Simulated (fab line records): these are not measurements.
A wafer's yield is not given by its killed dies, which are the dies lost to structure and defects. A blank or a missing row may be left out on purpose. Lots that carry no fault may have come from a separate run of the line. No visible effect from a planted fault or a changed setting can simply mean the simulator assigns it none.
Chamber matching | flow n5_finfet | N5_BEOL_M2_DESCUM_16 on rie_diel-06: 4 sister chambers
The step chemistry O2, time 7 s. 4 wafers are shown with their chamber, then 11 later ones without.

## WAFERS, EACH WITH ITS CHAMBER
wafer  | chamber | drypump_motor_current_A (A)
L074.6 | 2       | 6.6
L086.3 | 0       | 5.6
L086.5 | 3       | 5.5
L092.2 | 1       | 4.8

## WAFERS MISSING THEIR CHAMBER
wafer  | drypump_motor_current_A (A)
L092.3 | 6.7
L092.6 | 4.9
L093.2 | 5.4
L093.3 | 4.9
L093.5 | 5.5
L096.1 | 5.5
L096.2 | 4.9
L096.5 | 5.5
L097.2 | 5.6
L097.3 | 5.4
L097.5 | 4.8

## THE CHAMBER EACH PASSED THROUGH
wafer  | from the rows above     | in truth
L092.3 | 2                       | 2
L092.6 | 1                       | 1
L093.2 | can't be placed: 3 or 0 | 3
L093.3 | 1                       | 1
L093.5 | can't be placed: 3 or 0 | 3
L096.1 | can't be placed: 3 or 0 | 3
L096.2 | 1                       | 1
L096.5 | can't be placed: 3 or 0 | 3
L097.2 | can't be placed: 0 or 3 | 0
L097.3 | can't be placed: 3 or 0 | 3
L097.5 | 1                       | 1
Correct placement for 5 of the 11. Not placeable from these rows: 6 (in 6, the candidates include the true chamber). 0 placed wrongly.
How it was worked out, from the rows above alone: a wafer's distance from a chamber is the root of the sum, over the readings, of the square of ((its reading less the chamber's mean) divided by the reading's scatter). The wafer belongs to the nearest chamber; if the next one is less than 2 further off, it can't be placed. Each chamber's mean is taken over the wafers shown for it. The scatter: root of mean squared gap, hidden wafer to nearest shown wafer, with one shown wafer a chamber.
